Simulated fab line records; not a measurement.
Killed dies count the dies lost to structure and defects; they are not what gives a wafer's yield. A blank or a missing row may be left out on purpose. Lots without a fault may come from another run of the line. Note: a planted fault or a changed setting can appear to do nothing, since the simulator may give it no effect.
Which tool was responsible? -- flow nandHarc -- 20 lots with 60 wafers sampled at 6 steps, on a route of 1302 steps

## WHAT EACH GAUGE READ, for each wafer
Not one reading of a measure or inspect step in the record can be checked against a usual standard deviation.

## WHAT TOOL EACH LOT RAN ON (gives the tool, then ch and the chambers of the sampled wafers, and finally the start)
lot,NHARC_A_STAIRCASE_DESCUM_270,NHARC_A_STAIRCASE_HM_OPEN_460,NHARC_A_STAIRCASE_DEP_325,NHARC_A_STAIRCASE_ETCHBACK_157,NHARC_A_SGD_CUT_ETCH_59,NHARC_A_SGD_CUT_STRIP_17
L076,"rieDiel-05 ch 0,1,2, day 16 17:23","rieDiel-07 ch 0,2,3, day 18 15:46 or earlier","pecvd-02 ch 1,2, day 18 15:46","rieDiel-13 ch 0,1,3, day 19 08:09","rieDiel-03 ch 2,3, no start","rieDiel-03 ch 0,2,3, no start"
L075,"rieDiel-07 ch 0,1,3, day 16 17:53","rieDiel-05 ch 1,2,3, day 18 15:36 or earlier","pecvd-01 ch 1,2, day 18 15:36","rieDiel-13 ch 1,2,3, day 19 08:02","rieDiel-11 ch 0,1,3, no start","rieDiel-11 ch 0,2,3, no start"
L074,"rieDiel-07 ch 0,1,2, day 17 01:04","rieDiel-05 ch 0,1,3, day 18 21:58 or earlier","pecvd-03 ch 0,1,2, day 18 21:58","rieDiel-13 ch 0,1,3, day 19 12:39","rieDiel-03 ch 0,1,2, no start","rieDiel-03 ch 0,2,3, no start"
L078,"rieDiel-07 ch 0,3, day 18 03:40","rieDiel-13 ch 0,1,3, day 20 01:10 or earlier","pecvd-01 ch 0,2, day 20 01:10","rieDiel-05 ch 1,2, day 20 19:56","rieDiel-01 ch 0,1,2, no start","rieDiel-01 ch 0,1,2, no start"
L077,"rieDiel-05 ch 0,2, day 18 10:00","rieDiel-13 ch 0,1, day 20 09:20 or earlier","pecvd-01 ch 0,1, day 20 09:20","rieDiel-13 ch 0,1,2, day 21 01:03","rieDiel-11 ch 1,2,3, no start","rieDiel-11 ch 0,2,3, no start"
L079,"rieDiel-07 ch 0,1, day 18 18:29","rieDiel-13 ch 1,3, day 19 01:59","pecvd-03 ch 1,2, day 20 20:49","rieDiel-13 ch 0,1,2, day 21 11:24","rieDiel-11 ch 0,1,2, no start","rieDiel-11 ch 2,3, no start"
L081,"rieDiel-05 ch 0,2, day 19 17:44","rieDiel-05 ch 1,3, day 21 14:07 or earlier","pecvd-02 ch 0,2, day 21 14:07","rieDiel-05 ch 0,3, day 22 07:13","rieDiel-01 ch 0,1,3, no start","rieDiel-01 ch 1,2,3, no start"
L083,"rieDiel-07 ch 1,3, day 20 03:34","rieDiel-05 ch 0,1,3, day 22 03:28 or earlier","pecvd-01 ch 0,2, day 22 03:28","rieDiel-05 ch 2,3, day 22 20:28","rieDiel-03 ch 0,1,3, no start","rieDiel-03 ch 1,3, no start"
L082,"rieDiel-05 ch 2,3, day 20 03:43","rieDiel-07 ch 2,3, day 22 03:28 or earlier","pecvd-02 ch 1,2, day 22 03:28","rieDiel-05 ch 0,3, day 22 20:44","rieDiel-01 ch 0,2,3, no start","rieDiel-01 ch 0,3, no start"
L085,"rieDiel-13 ch 0,1, day 20 21:52","rieDiel-13 ch 1,2, day 22 23:53 or earlier","pecvd-03 ch 0,1,2, day 22 23:53","rieDiel-07 ch 1,3, day 23 17:12","rieDiel-01 ch 0,2,3, no start","rieDiel-01 ch 1,2, no start"
L086,"rieDiel-07 ch 0,3, day 21 18:08","rieDiel-07 ch 1,3, day 23 18:15 or earlier","pecvd-02 ch 0,1,2, day 23 18:15","rieDiel-05 ch 2,3, day 24 10:26","rieDiel-03 ch 1,2, no start","rieDiel-03 ch 1,2,3, no start"
L088,"rieDiel-07 ch 0,1,3, day 22 03:12","rieDiel-07 ch 0,3, day 23 23:06 or earlier","pecvd-01 ch 1,2, day 23 23:06","rieDiel-07 ch 0,1, day 24 13:13","rieDiel-01 ch 1,3, no start","rieDiel-01 ch 0,1,2, no start"
L089,"rieDiel-13 ch 1,2,3, day 22 04:56","rieDiel-05 ch 0,2,3, day 23 23:40 or earlier","pecvd-01 ch 0,1,2, day 23 23:40","rieDiel-13 ch 0,2,3, day 24 13:23","rieDiel-03 ch 0,2,3, no start","rieDiel-03 ch 0,1,2, no start"
L087,"rieDiel-07 ch 0,3, day 22 06:39","rieDiel-07 ch 0,1, day 23 23:20 or earlier","pecvd-02 ch 0,1,2, day 23 23:20","rieDiel-13 ch 0,1,3, day 24 14:56","rieDiel-11 ch 1,2, no start","rieDiel-11 ch 0,1,2, no start"
L091,"rieDiel-07 ch 0,1,3, day 22 17:12","rieDiel-05 ch 1,3, day 24 18:38 or earlier","pecvd-01 ch 0,1,2, day 24 18:38","rieDiel-13 ch 0,1,3, day 25 09:08","rieDiel-11 ch 1,2,3, no start","rieDiel-11 ch 2,3, no start"
L093,"rieDiel-13 ch 0,1,3, day 23 21:44","rieDiel-05 ch 0,2,3, day 25 19:25 or earlier","pecvd-03 ch 1,2, day 25 19:25","rieDiel-07 ch 1,2,3, day 26 10:14","rieDiel-01 ch 1,2,3, no start","rieDiel-01 ch 0,2,3, no start"
L094,"rieDiel-07 ch 1,2,3, day 24 21:43","rieDiel-13 ch 1,2,3, day 26 22:50 or earlier","pecvd-03 ch 0,2, day 26 22:50","rieDiel-05 ch 0,1,3, day 27 13:34","rieDiel-01 ch 0,1,2, no start","rieDiel-01 ch 0,1,3, no start"
L096,"rieDiel-13 ch 1,3, day 25 11:32","rieDiel-13 ch 1,2, day 27 09:47 or earlier","pecvd-02 ch 0,1,2, day 27 09:47","rieDiel-13 ch 0,1,2, day 27 23:41","rieDiel-11 ch 0,1,2, no start","rieDiel-11 ch 0,1,2, no start"
L095,"rieDiel-13 ch 2,3, day 25 15:43","rieDiel-05 ch 0,1,3, day 25 21:53","pecvd-03 ch 0,2, day 27 09:41","rieDiel-05 ch 1,2, day 27 23:59","rieDiel-03 ch 0,2,3, no start","rieDiel-03 ch 2,3, no start"
L097,"rieDiel-07 ch 0,3, day 26 07:13","rieDiel-07 ch 1,3, day 28 08:58 or earlier","pecvd-03 ch 0,2, day 28 08:58","rieDiel-05 ch 0,2,3, day 29 01:56","rieDiel-01 ch 1,2,3, no start","rieDiel-01 ch 1,2, no start"
- NHARC_A_STAIRCASE_DESCUM_270: chemistry O2, time 3 s.
- NHARC_A_STAIRCASE_HM_OPEN_460: chemistry O2/COS.
- NHARC_A_STAIRCASE_DEP_325: deposits SiO2, target thk 7200 nm.
- NHARC_A_STAIRCASE_ETCHBACK_157: etches the open film in CH3F/O2, target depth 90 nm, time 167.14 s.
- NHARC_A_SGD_CUT_ETCH_59: etches the open film in N2/H2, target depth 260 nm, time 406.25 s.
- NHARC_A_SGD_CUT_STRIP_17: strips in O2.

## WHAT THE TOOLS THEMSELVES READ (means of the sampled wafers that have a number; where no wafer has one, the mark that the record gives instead)
NHARC_A_STAIRCASE_DESCUM_270.
lot,tool,drypumpMotorCurrentA (A),o2FlowSccm (sccm),oesProductAu (a.u.),rfVppV (V),showerheadPlenumPTorr (Torr),throttleValvePct (%)
L076,rieDiel-05,5.7,200.1,0.998,58.3,2.00,11.304
L075,rieDiel-07,6.0,200.5,1.002,56.8,1.87,11.310
L074,rieDiel-07,5.9,200.5,1.005,56.9,1.82,11.320
L078,rieDiel-07,6.1,200.4,0.999,58.4,1.94,11.314
L077,rieDiel-05,5.6,199.7,1.011,57.9,1.98,11.317
L079,rieDiel-07,5.9,199.5,0.998,57.1,1.79,11.321
L081,rieDiel-05,5.6,200.3,1.011,58.2,1.98,11.314
L083,rieDiel-07,5.8,200.7,0.997,57.9,1.87,11.312
L082,rieDiel-05,5.4,199.7,1.005,57.9,1.91,11.306
L085,rieDiel-13,6.4,200.9,1.000,57.3,1.87,11.310
L086,rieDiel-07,6.2,199.8,1.004,57.8,2.04,11.310
L088,rieDiel-07,6.0,199.6,0.992,57.7,1.96,11.309
L089,rieDiel-13,6.2,200.6,1.001,57.6,1.95,11.303
L087,rieDiel-07,6.2,200.2,0.999,57.6,2.04,11.313
L091,rieDiel-07,6.0,199.8,1.003,58.0,1.96,11.310
L093,rieDiel-13,6.3,199.8,1.004,57.6,1.86,11.310
L094,rieDiel-07,5.9,200.0,0.995,57.7,1.89,11.297
L096,rieDiel-13,6.2,199.6,0.999,57.0,1.85,11.320
L095,rieDiel-13,6.2,200.0,0.996,58.0,1.88,11.309
L097,rieDiel-07,6.1,199.8,0.995,57.5,2.04,11.311

NHARC_A_STAIRCASE_HM_OPEN_460.
lot,tool,drypumpMotorCurrentA (A),o2FlowSccm (sccm),oesProductAu (a.u.),rfVppV (V),showerheadPlenumPTorr (Torr),throttleValvePct (%)
L076,rieDiel-07,6.1,398.9,1.002,466,3.10,28.328
L075,rieDiel-05,5.4,400.0,0.999,470,3.20,28.336
L074,rieDiel-05,5.7,400.0,1.008,468,3.20,28.338
L078,rieDiel-13,6.3,400.5,0.997,466,3.06,28.331
L077,rieDiel-13,6.5,401.3,0.995,466,3.06,28.328
L079,rieDiel-13,6.2,401.1,1.006,466,3.05,28.329
L081,rieDiel-05,5.5,399.6,1.005,470,3.21,28.329
L083,rieDiel-05,5.7,400.4,1.005,469,3.19,28.334
L082,rieDiel-07,6.0,399.2,1.009,469,3.14,28.335
L085,rieDiel-13,6.4,399.9,1.000,471,3.27,28.323
L086,rieDiel-07,6.0,402.0,0.991,468,3.16,28.331
L088,rieDiel-07,6.1,401.3,1.003,471,3.31,28.334
L089,rieDiel-05,5.7,400.2,1.003,469,3.16,28.334
L087,rieDiel-07,6.0,400.5,0.999,469,3.22,28.327
L091,rieDiel-05,5.5,401.4,1.008,468,3.13,28.320
L093,rieDiel-05,5.7,400.2,0.993,468,3.15,28.331
L094,rieDiel-13,6.3,401.9,1.001,468,3.16,28.336
L096,rieDiel-13,6.4,398.3,1.004,470,3.25,28.331
L095,rieDiel-05,5.7,399.2,1.001,469,3.17,28.331
L097,rieDiel-07,5.8,399.5,0.998,465,3.03,28.327

NHARC_A_STAIRCASE_DEP_325.
lot,tool,heaterPowerW (W)
L076,pecvd-02,457
L075,pecvd-01,593
L074,pecvd-03,712
L078,pecvd-01,610
L077,pecvd-01,606
L079,pecvd-03,728
L081,pecvd-02,546
L083,pecvd-01,583
L082,pecvd-02,427
L085,pecvd-03,681
L086,pecvd-02,469
L088,pecvd-01,629
L089,pecvd-01,624
L087,pecvd-02,504
L091,pecvd-01,566
L093,pecvd-03,738
L094,pecvd-03,650
L096,pecvd-02,512
L095,pecvd-03,597
L097,pecvd-03,609

NHARC_A_STAIRCASE_ETCHBACK_157.
lot,tool,ch3fFlowSccm (sccm),drypumpMotorCurrentA (A),o2FlowSccm (sccm),oesProductAu (a.u.),rfVppV (V),showerheadPlenumPTorr (Torr),throttleValvePct (%)
L076,rieDiel-13,49.87,6.3,29.96,0.99,243.2,2.40,20.662
L075,rieDiel-13,50.05,6.3,29.94,0.93,244.8,2.51,20.659
L074,rieDiel-13,49.92,6.3,30.06,0.94,243.8,2.40,20.667
L078,rieDiel-05,49.84,5.4,30.11,0.99,246.1,2.57,20.666
L077,rieDiel-13,49.95,6.4,29.98,1.00,245.8,2.51,20.663
L079,rieDiel-13,49.93,6.4,29.98,0.94,244.9,2.51,20.668
L081,rieDiel-05,50.07,5.7,29.96,0.97,243.8,2.45,20.660
L083,rieDiel-05,50.02,5.4,29.95,0.98,244.7,2.48,20.660
L082,rieDiel-05,49.98,6.0,30.00,1.00,245.3,2.50,20.668
L085,rieDiel-07,49.93,5.9,30.06,1.00,243.9,2.39,20.669
L086,rieDiel-05,49.87,5.4,29.95,0.93,244.6,2.48,20.657
L088,rieDiel-07,50.10,5.8,29.92,0.92,243.8,2.42,20.653
L089,rieDiel-13,50.01,6.2,29.94,1.00,243.3,2.42,20.664
L087,rieDiel-13,49.91,6.3,30.01,1.00,243.4,2.39,20.668
L091,rieDiel-13,49.94,6.3,30.00,0.93,243.4,2.39,20.659
L093,rieDiel-07,50.03,5.9,29.95,0.99,244.4,2.42,20.668
L094,rieDiel-05,49.94,5.7,30.07,1.01,244.7,2.49,20.663
L096,rieDiel-13,49.97,6.4,30.02,0.96,244.2,2.49,20.667
L095,rieDiel-05,49.94,5.4,30.02,0.93,244.8,2.54,20.660
L097,rieDiel-05,50.07,5.7,29.95,0.93,243.8,2.47,20.659

NHARC_A_SGD_CUT_ETCH_59.
lot,tool,drypumpMotorCurrentA (A),oesProductAu (a.u.),rfVppV (V),showerheadPlenumPTorr (Torr),throttleValvePct (%)
L076,rieDiel-03,6.0,0.985,430,2.00,14.170
L075,rieDiel-11,5.4,1.001,430,2.05,14.177
L074,rieDiel-03,5.7,1.007,428,1.92,14.170
L078,rieDiel-01,5.6,0.998,432,2.12,14.174
L077,rieDiel-11,5.6,1.003,430,2.04,14.173
L079,rieDiel-11,5.7,1.004,431,2.04,14.174
L081,rieDiel-01,5.4,1.007,431,2.05,14.163
L083,rieDiel-03,5.7,0.996,429,1.99,14.168
L082,rieDiel-01,5.5,1.000,432,2.07,14.171
L085,rieDiel-01,5.5,0.998,431,2.06,14.163
L086,rieDiel-03,6.1,1.000,426,1.90,14.184
L088,rieDiel-01,5.4,1.001,430,1.99,14.172
L089,rieDiel-03,5.7,0.997,429,2.01,14.169
L087,rieDiel-11,5.8,1.002,430,2.02,14.175
L091,rieDiel-11,5.6,0.994,431,2.04,14.171
L093,rieDiel-01,5.5,1.005,429,2.01,14.176
L094,rieDiel-01,5.6,1.005,432,2.11,14.166
L096,rieDiel-11,5.7,0.999,430,2.04,14.172
L095,rieDiel-03,5.6,0.994,430,2.01,14.162
L097,rieDiel-01,5.4,1.002,430,2.01,14.173

NHARC_A_SGD_CUT_STRIP_17.
lot,tool,drypumpMotorCurrentA (A),o2FlowSccm (sccm),oesProductAu (a.u.),rfVppV (V),showerheadPlenumPTorr (Torr),throttleValvePct (%)
L076,rieDiel-03,5.7,500.9,0.993,57.5,3.48,17.041
L075,rieDiel-11,5.3,499.2,1.009,57.2,3.41,17.036
L074,rieDiel-03,5.6,499.3,0.997,57.7,3.48,17.040
L078,rieDiel-01,5.6,500.3,0.997,57.6,3.65,17.030
L077,rieDiel-11,5.4,500.7,0.997,57.4,3.41,17.031
L079,rieDiel-11,5.5,502.3,1.006,57.6,3.39,17.030
L081,rieDiel-01,5.5,498.7,0.999,58.4,3.49,17.032
L083,rieDiel-03,6.1,500.2,0.993,57.5,3.42,17.039
L082,rieDiel-01,5.4,500.4,1.002,58.0,3.45,17.052
L085,rieDiel-01,5.5,499.1,0.998,57.6,3.57,17.029
L086,rieDiel-03,6.0,498.9,0.997,57.9,3.44,17.043
L088,rieDiel-01,5.6,500.9,1.001,57.7,3.64,17.037
L089,rieDiel-03,5.7,500.3,0.996,56.7,3.34,17.035
L087,rieDiel-11,5.6,500.4,1.004,58.4,3.53,17.040
L091,rieDiel-11,5.3,499.3,0.996,57.8,3.41,17.044
L093,rieDiel-01,5.6,499.6,1.011,58.5,3.56,17.032
L094,rieDiel-01,5.4,500.5,1.002,57.6,3.53,17.034
L096,rieDiel-11,5.6,499.1,1.002,57.7,3.53,17.047
L095,rieDiel-03,6.0,500.8,0.997,58.2,3.57,17.030
L097,rieDiel-01,5.5,500.2,1.002,57.5,3.56,17.036

## THE ANSWER, worked out from the rows above alone
Rule: the usual values come from the lots themselves. The widest of any qualifying gaps counts: lots, ordered by their means at a reading, are off when they make up no more than a third of the lots, leave a main group of 4 or more, and stand apart from it by 3 or more times the standard deviation of that group's means. If all means in a main group match to the digits the tables above print for the reading, that group is not used. A lot without any number at a reading at which 4 lots or more have one is off too. Any other lot the step has rows for is counted as sound. First the gauges in route order, then the tools' own readings, where a lot's mean is used as printed above. At the first step where some lot is off, the reading lying furthest off is the one used; lots without a number count as furthest.
None of the lots is off at any reading shown; this tells nothing.

## WHAT THE SIMULATOR PUT IN
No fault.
